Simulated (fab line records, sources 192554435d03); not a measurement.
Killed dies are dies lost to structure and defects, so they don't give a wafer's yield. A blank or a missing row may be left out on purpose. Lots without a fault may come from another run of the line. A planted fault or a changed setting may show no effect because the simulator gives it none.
fab line records | flow n5_finfet
record lots=7 wafers=21
route steps=1938 shown WELL_APT@24 FIN_SAQP@100 DUMMY_GATE@221
start_h: hours from the record's first day to the start of the lot's first wafer shown | wait_h: hours since the lot's step before | " the same as in the row above | L1.1+2: a row that stands for several wafers | - no value, or no start given | * or withheld: withheld | < > ~ a bound
route shown NAME@n: a module of which the file shows steps, and the number in the route of the first | usual: mean/standard deviation of fault-free wafers | same: alike in all rows | chamber/n: place in a boat | sites: the reading at each site | _std_site: their standard deviation | _edge_site: outer sites' mean less inner sites' | radius_mm: how far each site lies from the wafer's centre | mask NAME#n: copy n | behind: the tool/chamber that last shaped the wafer | hold: why the lot was held/for how many hours/how that ended | device: the transistor (n, p or np) that didn't switch | end of line: the same wafers' tests at the end of the route | a step without rows: its recipe alone | killed: dies lost to structure and defects at the first sort, not the wafer's yield | map: a wafer's dies, x killed, . not, _ none there
set.NAME: the setting as run; set.NAME@STEP: as run at that earlier step | model.NAME: the simulator's own value behind a step, which no gauge read
lots whose settings were changed on purpose; a table a step, a row a wafer
## steps
# step N5_WELL_APT_EXPOSE_05
# recipe mask_id=NWELL na=0.8 source_shape=conventional sigma_outer=0.8 polarization=unpolarized defocus_nm=0 target_cd_nm=200 dose_mj=20.3
# columns lot.wafer tool chamber start_h wait_h mask set.dose_mj
L074.4+5+6 krf_scanner-02 0 13.40 - NWELL#0 20.3
L076.2+3+6 krf_scanner-02 0 25.40 - NWELL#0 20.3
L080.3+4+6 krf_scanner-02 0 49.56 - NWELL#0 20.3
L086.1+3 krf_scanner-01 0 85.58 - NWELL#0 21.15
L086.6 " 0 " " NWELL#0 20.3
L087.2+5+6 krf_scanner-02 0 91.51 - NWELL#0 20.3
L089.4+5+6 krf_scanner-01 0 103.56 - NWELL#0 20.3
L096.1+5 krf_scanner-02 0 146.00 - NWELL#0 20.3
L096.2 " 0 " " NWELL#0 20.96
# step N5_WELL_APT_DEVELOP_07
# recipe develop_time_s=45 rinse_liquid=surfactant_rinse dry=air_spin dev_temp_c=21
# columns lot.wafer tool chamber start_h wait_h set.develop_time_s
L074.4 litho_track-04 0 - - 47.55
L074.5+6 " 0 " " 45
L076.2+6 litho_track-01 0 - - 41.02
L076.3 " 0 " " 45
L080.3+4+6 litho_track-03 0 - - 45
L086.1+3+6 litho_track-01 0 - - 45
L087.2+5+6 litho_track-04 0 - - 45
L089.4+5+6 litho_track-01 0 - - 51.83
L096.1+2 litho_track-04 0 - - 45
L096.5 " 0 " " 54.83
# step N5_WELL_APT_HARDBAKE_12
# recipe temp_c=130 time_s=120
# step N5_WELL_APT_CD_MEAS_08
# recipe target_cd_nm=200 landing_energy_ev=500 detector=se_inlens
# usual cd_nm=200.1/1.4
# columns lot.wafer tool chamber start_h wait_h set.dose_mj@WELL_APT_EXPOSE_05 cd_nm
L074.4 cd_sem-03 0 13.56 - 20.3 200.4
L074.5 " 0 " " 20.3 200.7
L074.6 " 0 " " 20.3 199.9
L076.2 cd_sem-02 0 25.57 - 20.3 200.1
L076.3 " 0 " " 20.3 200.8
L076.6 " 0 " " 20.3 199.9
L080.3 cd_sem-03 0 49.72 - 20.3 198.6
L080.4 " 0 " " 20.3 200.1
L080.6 " 0 " " 20.3 201.0
L086.1 cd_sem-03 0 85.76 - 21.15 206.7
L086.3 " 0 " " 21.15 207.0
L086.6 " 0 " " 20.3 200.9
L087.2 cd_sem-01 0 91.68 - 20.3 197.8
L087.5 " 0 " " 20.3 198.4
L087.6 " 0 " " 20.3 199.0
L089.4 cd_sem-03 0 103.72 - 20.3 201.1
L089.5 " 0 " " 20.3 199.8
L089.6 " 0 " " 20.3 201.8
L096.1 cd_sem-03 0 146.17 - 20.3 199.4
L096.2 " 0 " " 20.96 205.1
L096.5 " 0 " " 20.3 199.6
# step N5_WELL_APT_DESCUM_13
# recipe chemistry=O2 time_s=7.9 source_power_w=50 bias_power_w=20 pressure_mtorr=20 rf_frequency_hz=2.712e+07 temp_c=40 o2_flow_sccm=225
# columns lot.wafer tool chamber start_h wait_h set.dose_mj@WELL_APT_EXPOSE_05 model.WELL_APT.cd_nm
L074.4 rie_diel-06 2 13.64 0.0 20.3 200.4
L074.5 " 1 " " 20.3 201
L074.6 " 0 " " 20.3 199.5
L076.2 rie_diel-06 3 25.66 0.0 20.3 199.8
L076.3 " 2 " " 20.3 200.9
L076.6 " 2 " " 20.3 199.9
L080.3 rie_diel-05 1 49.97 0.2 20.3 198.5
L080.4 " 2 " " 20.3 200
L080.6 " 1 " " 20.3 201
L086.1 rie_diel-05 2 85.90 0.1 21.15 206.7
L086.3 " 0 " " 21.15 206.8
L086.6 " 1 " " 20.3 200.7
L087.2 rie_diel-06 3 91.77 0.0 20.3 197.7
L087.5 " 0 " " 20.3 198.9
L087.6 " 2 " " 20.3 199.2
L089.4 rie_diel-05 2 103.80 0.0 20.3 200.9
L089.5 " 2 " " 20.3 199.7
L089.6 " 3 " " 20.3 201.5
L096.1 rie_diel-03 2 146.26 0.0 20.3 199.2
L096.2 " 0 " " 20.96 205.3
L096.5 " 2 " " 20.3 199.5
# step N5_FIN_SAQP_PECVD_06
# recipe material=a-Si target_thk_a=600 temp_c=400 precursor=SiH4/He pressure_torr=3 rf_w=100 time_s=48.1
# columns lot.wafer tool chamber start_h wait_h set.time_s model.a-Si_of_FIN_SAQP_PECVD_06.thk_nm
L074.4 pecvd-04 1 21.80 0.0 48.1 60.67
L074.5 " 1 " " 48.1 60.27
L074.6 " 0 " " 42.08 53.65
L076.2 pecvd-02 0 33.07 0.0 48.1 58.88
L076.3 " 2 " " 48.1 59.68
L076.6 " 1 " " 44.89 57.37
L080.3 pecvd-02 1 59.03 0.0 48.1 59.84
L080.4 " 1 " " 48.1 61.2
L080.6 " 2 " " 48.1 60.33
L086.1 pecvd-04 1 95.63 0.0 48.1 59.93
L086.3 " 2 " " 48.1 60.77
L086.6 " 1 " " 48.1 61.13
L087.2 pecvd-01 1 100.43 0.0 55.25 70.13
L087.5 " 0 " " 48.1 60.88
L087.6 " 1 " " 48.1 61.75
L089.4 pecvd-04 1 111.64 0.0 48.1 61.19
L089.5 " 2 " " 41.38 53.62
L089.6 " 0 " " 48.1 60.91
L096.1 pecvd-02 0 155.69 0.0 48.1 59.83
L096.2 " 1 " " 48.1 60.55
L096.5 " 0 " " 48.1 60.56
# step N5_FIN_SAQP_THK_MEAS_07
# usual thk_nm=60.3/0.94
# columns lot.wafer tool chamber start_h wait_h set.time_s@FIN_SAQP_PECVD_06 thk_nm
L074.4 film_metro-01 - 21.89 0.1 48.1 60.7
L074.5 " - " " 48.1 60.3
L074.6 " - " " 42.08 53.7
L076.2 film_metro-01 - 33.16 0.1 48.1 58.9
L076.3 " - " " 48.1 59.6
L076.6 " - " " 44.89 57.3
L080.3 film_metro-01 - 59.12 0.1 48.1 59.9
L080.4 " - " " 48.1 61.2
L080.6 " - " " 48.1 60.3
L086.1 film_metro-01 - 95.72 0.1 48.1 59.9
L086.3 " - " " 48.1 60.8
L086.6 " - " " 48.1 61.1
L087.2 film_metro-01 - 100.52 0.1 55.25 70.1
L087.5 " - " " 48.1 60.9
L087.6 " - " " 48.1 61.7
L089.4 film_metro-02 - 111.70 0.0 48.1 61.1
L089.5 " - " " 41.38 53.6
L089.6 " - " " 48.1 60.9
L096.1 film_metro-01 - 155.78 0.1 48.1 59.8
L096.2 " - " " 48.1 60.6
L096.5 " - " " 48.1 60.6
# step N5_FIN_SAQP_PEB_14
# recipe peb_temp_c=withheld peb_time_s=60 resist=CAR-ArF
# columns lot.wafer tool chamber start_h wait_h set.peb_time_s
L074.4 litho_track-05 0 22.31 0.0 52.83
L074.5+6 " 0 " " 60
L076.2 litho_track-01 0 33.60 0.0 64.87
L076.3+6 " 0 " " 60
L080.3+4+6 litho_track-05 0 59.54 0.0 60
L086.1+6 litho_track-01 0 96.17 0.1 51.49
L086.3 " 0 " " 60
L087.2 litho_track-05 0 100.93 0.0 60
L087.5+6 " 0 " " 71.26
L089.4+5 litho_track-03 0 112.00 0.0 60
L089.6 " 0 " " 64.08
L096.1 litho_track-01 0 156.19 0.1 60
L096.2+5 " 0 " " 54.71
# step N5_FIN_SAQP_DEVELOP_15
# recipe develop_time_s=30 developer=TMAH resist=CAR-ArF dev_temp_c=23 rinse_liquid=diw dry=air_spin
# step N5_FIN_SAQP_CD_MEAS_16
# recipe target_cd_nm=35.6 landing_energy_ev=500 detector=se_inlens
# usual cd_nm=35.53/0.28
# columns lot.wafer tool chamber start_h wait_h set.peb_time_s@FIN_SAQP_PEB_14 cd_nm
L074.4 cd_sem-03 0 22.38 - 52.83 37.96
L074.5 " 0 " " 60 35.75
L074.6 " 0 " " 60 35.43
L076.2 cd_sem-02 0 33.67 - 64.87 34.04
L076.3 " 0 " " 60 35.51
L076.6 " 0 " " 60 35.72
L080.3 cd_sem-02 0 59.61 - 60 35.38
L080.4 " 0 " " 60 35.30
L080.6 " 0 " " 60 35.19
L086.1 cd_sem-01 0 96.24 - 51.49 37.55
L086.3 " 0 " " 60 35.68
L086.6 " 0 " " 51.49 38.02
L087.2 cd_sem-02 0 101.00 - 60 35.83
L087.5 " 0 " " 71.26 33.61
L087.6 " 0 " " 71.26 33.63
L089.4 cd_sem-02 0 112.07 - 60 35.34
L089.5 " 0 " " 60 35.28
L089.6 " 0 " " 64.08 34.31
L096.1 cd_sem-02 0 156.26 - 60 35.93
L096.2 " 0 " " 54.71 37.09
L096.5 " 0 " " 54.71 37.04
# step N5_FIN_SAQP_HM_OPEN_73
# recipe chemistry=CHF3/O2 target=SiO2 stop_on=a-Si target_depth_a=120 over_etch_frac=1.8 mask_material=SOC time_s=16.8 pressure_mtorr=30 source_w=650 bias_w=170 Ar_flow_sccm=200 CHF3_flow_sccm=50 O2_flow_sccm=5 ion_energy_ev=200 ends=end_point
# step N5_FIN_SAQP_STRIP_74
# recipe chemistry=CHF3/O2 resist=SiARC rf_frequency_hz=6e+07
# step N5_FIN_SAQP_MANDREL_ETCH_22
# recipe target_depth_a=600 chemistry=HBr/Cl2 target=a-Si stop_on=SiNx bt_time_s=10 over_etch_frac=0.5 time_s=30 pressure_mtorr=10 icp_w=800 bias_w=75 HBr_flow_sccm=150 Cl2_flow_sccm=80 ends=end_point
# usual oes_product_au=0.767/0.012
# columns lot.wafer tool chamber start_h wait_h set.time_s@FIN_SAQP_PECVD_06 oes_product_au model.etch.depth_nm
L074.4 rie_si-01 1 22.75 0.0 48.1 0.778 60.65
L074.5 " 2 " " 48.1 0.759 60.27
L074.6 " 3 " " 42.08 0.714 53.63
L076.2 rie_si-01 1 34.51 0.0 48.1 0.783 58.88
L076.3 " 2 " " 48.1 0.754 59.68
L076.6 " 0 " " 44.89 0.742 57.37
L080.3 rie_si-06 0 59.98 0.0 48.1 0.773 59.83
L080.4 " 2 " " 48.1 0.765 61.2
L080.6 " 2 " " 48.1 0.761 60.29
L086.1 rie_si-01 0 96.62 0.0 48.1 0.760 59.91
L086.3 " 2 " " 48.1 0.763 60.73
L086.6 " 1 " " 48.1 0.788 61.11
L087.2 rie_si-03 2 102.03 0.0 55.25 0.850 70.12
L087.5 " 3 " " 48.1 0.782 60.88
L087.6 " 2 " " 48.1 0.770 61.73
L089.4 rie_si-06 0 112.44 0.0 48.1 0.778 61.19
L089.5 " 3 " " 41.38 0.711 53.62
L089.6 " 0 " " 48.1 0.771 60.87
L096.1 rie_si-01 2 157.87 0.0 48.1 0.747 59.8
L096.2 " 0 " " 48.1 0.757 60.55
L096.5 " 1 " " 48.1 0.780 60.54
# step N5_FIN_SAQP_SPACER1_ALD_24
# recipe material=SiO2 target_thk_a=203 temp_c=300 ald_precursor_family=BDEAS ald_co_reactant=O2-plasma pulse_time_s=1 purge_time_s=2 co_reactant_purge_time_s=2 ald_cycles=218 pressure_torr=2
# columns lot.wafer tool chamber start_h wait_h set.ald_cycles model.SiO2_of_FIN_SAQP_SPACER1_ALD_24.thk_nm
L074.4+5 ald_sin-01 0,2 23.55 0.1 218 20.4
L074.6 " 3 " " 251 23.4
L076.2+3+6 ald_sin-04 3,0,1 35.31 0.3 218 20.2
L080.3+4 ald_sin-04 2,3 61.13 0.5 218 20.4
L080.6 " 0 " " 218 20.2
L086.1 ald_sin-01 2 99.11 2.0 243 22.8
L086.3+6 " 3,2 " " 218 20.4
L087.2+6 ald_sin-02 0,3 102.93 0.3 218 20.4
L087.5 " 0 " " 239 22.4
L089.4 ald_sin-02 2 113.59 0.5 218 20.6
L089.5 " 0 " " 218 20.2
L089.6 " 3 " " 246 23
L096.1+5 ald_sin-01 2 158.72 0.3 218 20.2
L096.2 " 3 " " 208 19.4
# step N5_FIN_SAQP_SPACER1_ETCHBACK_25
# recipe chemistry=CHF3/O2 mode=anisotropic_etchback target=SiO2 target_depth_a=244 time_s=12.2 pressure_mtorr=30 source_w=650 bias_w=170 Ar_flow_sccm=200 CHF3_flow_sccm=50 O2_flow_sccm=5 ion_energy_ev=200
# step N5_FIN_SAQP_MANDREL1_REMOVE_56
# recipe chemistry=HBr/Cl2/O2 bt_time_s=10 target=a-Si stop_on=SiNx endpoint=OES-SiCl over_etch_frac=1 icp_w=600 bias_w=22 HBr_flow_sccm=150 Cl2_flow_sccm=80 O2_flow_sccm=5 pressure_mtorr=10
# columns lot.wafer tool chamber start_h wait_h set.ald_cycles@FIN_SAQP_SPACER1_ALD_24 model.FIN_SAQP.cd_nm
L074.4 rie_si-06 0 24.40 0.1 218 20.4
L074.5 " 2 " " 218 20.2
L074.6 " 1 " " 251 23.6
L076.2+3+6 rie_si-06 2,3,0 36.12 0.1 218 20.2
L080.3+4+6 rie_si-06 1,3,1 61.93 0.1 218 20.4
L086.1 rie_si-01 3 99.92 0.1 243 22.8
L086.3+6 " 1,2 " " 218 20.4
L087.2 rie_si-06 2 103.73 0.1 218 20.4
L087.5 " 2 " " 239 22.4
L087.6 " 3 " " 218 20.6
L089.4 rie_si-01 1 114.05 0.0 218 20.6
L089.5 " 1 " " 218 20.4
L089.6 " 0 " " 246 23
L096.1 rie_si-01 1 159.62 0.1 218 20.4
L096.2 " 3 " " 208 19.4
L096.5 " 2 " " 218 20.2
# step N5_FIN_SAQP_CD_MEAS_27
# recipe target_cd_nm=20 landing_energy_ev=1000 detector=se_inlens polarity=line
# usual cd_nm=20.35/0.2
# columns lot.wafer tool chamber start_h wait_h set.ald_cycles@FIN_SAQP_SPACER1_ALD_24 cd_nm
L074.4 cd_sem-03 0 24.48 0.0 218 20.65
L074.5 " 0 " " 218 20.41
L074.6 " 0 " " 251 23.80
L076.2 cd_sem-02 0 36.23 0.1 218 19.97
L076.3 " 0 " " 218 20.60
L076.6 " 0 " " 218 20.20
L080.3 cd_sem-01 0 62.05 0.1 218 20.44
L080.4 " 0 " " 218 20.69
L080.6 " 0 " " 218 20.56
L086.1 cd_sem-03 0 100.03 0.1 243 22.69
L086.3 " 0 " " 218 20.30
L086.6 " 0 " " 218 20.65
L087.2 cd_sem-01 0 103.84 0.1 218 20.37
L087.5 " 0 " " 239 22.22
L087.6 " 0 " " 218 20.52
L089.4 cd_sem-02 0 114.17 0.1 218 20.63
L089.5 " 0 " " 218 20.47
L089.6 " 0 " " 246 23.06
L096.1 cd_sem-01 0 159.73 0.1 218 20.56
L096.2 " 0 " " 208 19.62
L096.5 " 0 " " 218 20.51
# step N5_FIN_SAQP_COAT_68
# recipe resist=SOC temp_c=250 time_s=60 spin_rpm=1500 resist_thk_nm=100
# columns lot.wafer tool chamber start_h wait_h set.spin_rpm model.SOC_of_FIN_SAQP_COAT_68.thk_nm
L074.4 litho_track-01 0 25.23 0.2 1346 104.8
L074.5 " 0 " " 1500 99.4
L074.6 " 0 " " 1346 105
L076.2 litho_track-01 0 36.88 0.3 1500 100
L076.3 " 0 " " 1454 101.6
L076.6 " 0 " " 1454 101.4
L080.3 litho_track-03 0 62.71 0.2 1500 100.2
L080.4+6 " 0 " " 1500 100
L086.1 litho_track-05 0 100.68 0.3 1500 100.6
L086.3 " 0 " " 1368 105
L086.6 " 0 " " 1500 100.4
L087.2+6 litho_track-05 0 104.51 0.3 1431 102.6
L087.5 " 0 " " 1500 100
L089.4 litho_track-03 0 114.83 0.2 1567 97.6
L089.5 " 0 " " 1500 100
L089.6 " 0 " " 1500 99.8
L096.1 litho_track-01 0 160.46 0.3 1500 99.8
L096.2 " 0 " " 1577 97.2
L096.5 " 0 " " 1500 100
# step N5_DUMMY_GATE_PECVD_30
# recipe material=SiO2 target_thk_a=550 temp_c=400 precursor=TEOS/O2 pressure_torr=6.5 rf_w=withheld teos_flow_sccm=withheld gas=O2 flow_sccm=2650 time_s=10.8
# columns lot.wafer tool chamber start_h wait_h set.time_s model.SiO2_of_DUMMY_GATE_PECVD_30.thk_nm
L074.4 pecvd-01 2 45.21 0.1 10.8 55.4
L074.5 " 1 " " 10.8 54.6
L074.6 " 0 " " 10.8 55
L076.2 pecvd-04 0 58.65 0.0 10.8 55
L076.3 " 1 " " 10.8 55.2
L076.6 " 1 " " 10.8 55.8
L080.3 pecvd-01 1 82.57 0.0 10.8 53.8
L080.4 " 2 " " 10.8 55.4
L080.6 " 0 " " 10.8 55.2
L086.1 pecvd-04 0 121.90 0.0 10.8 54.8
L086.3 " 1 " " 9.406 48
L086.6 " 0 " " 10.8 55.8
L087.2 pecvd-03 1 125.14 0.0 10.8 54.2
L087.5 " 0 " " 10.8 55
L087.6 " 1 " " 11.5 57.8
L089.4 pecvd-03 2 134.92 0.1 9.707 50.8
L089.5 " 0 " " 10.8 55.6
L089.6 " 1 " " 9.707 50
L096.1 pecvd-01 2 180.93 0.0 9.323 47.6
L096.2 " 1 " " 10.8 53.8
L096.5 " 0 " " 10.8 55.4
## key
split step=N5_WELL_APT_EXPOSE_05 setting=dose_mj stated=20.3 by=wafer
response step=N5_WELL_APT_CD_MEAS_08 reading=cd_nm change=+1.53 per=1% r=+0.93
response step=N5_WELL_APT_DESCUM_13 reading=model.WELL_APT.cd_nm change=+1.59 per=1% r=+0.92
split step=N5_WELL_APT_DEVELOP_07 setting=develop_time_s stated=45 by=wafer
response none clear
split step=N5_FIN_SAQP_PECVD_06 setting=time_s stated=48.1 by=wafer
response step=N5_FIN_SAQP_PECVD_06 reading=model.a-Si_of_FIN_SAQP_PECVD_06.thk_nm change=+0.539 per=1% r=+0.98
response step=N5_FIN_SAQP_THK_MEAS_07 reading=thk_nm change=* per=1% r=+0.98
response step=N5_FIN_SAQP_MANDREL_ETCH_22 reading=oes_product_au change=+0.0046 per=1% r=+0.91
response step=N5_FIN_SAQP_MANDREL_ETCH_22 reading=model.etch.depth_nm change=+0.539 per=1% r=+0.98
split step=N5_FIN_SAQP_PEB_14 setting=peb_time_s stated=60 by=wafer
response step=N5_FIN_SAQP_CD_MEAS_16 reading=cd_nm change=-0.146 per=1% r=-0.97
split step=N5_FIN_SAQP_SPACER1_ALD_24 setting=ald_cycles stated=218 by=wafer
response step=N5_FIN_SAQP_SPACER1_ALD_24 reading=model.SiO2_of_FIN_SAQP_SPACER1_ALD_24.thk_nm change=+0.202 per=1% r=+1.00
response step=N5_FIN_SAQP_MANDREL1_REMOVE_56 reading=model.FIN_SAQP.cd_nm change=+0.206 per=1% r=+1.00
response step=N5_FIN_SAQP_CD_MEAS_27 reading=cd_nm change=+0.201 per=1% r=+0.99
split step=N5_FIN_SAQP_COAT_68 setting=spin_rpm stated=1500 by=wafer
response step=N5_FIN_SAQP_COAT_68 reading=model.SOC_of_FIN_SAQP_COAT_68.thk_nm change=-0.527 per=1% r=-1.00
split step=N5_DUMMY_GATE_PECVD_30 setting=time_s stated=10.8 by=wafer
response step=N5_DUMMY_GATE_PECVD_30 reading=model.SiO2_of_DUMMY_GATE_PECVD_30.thk_nm change=+0.529 per=1% r=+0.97
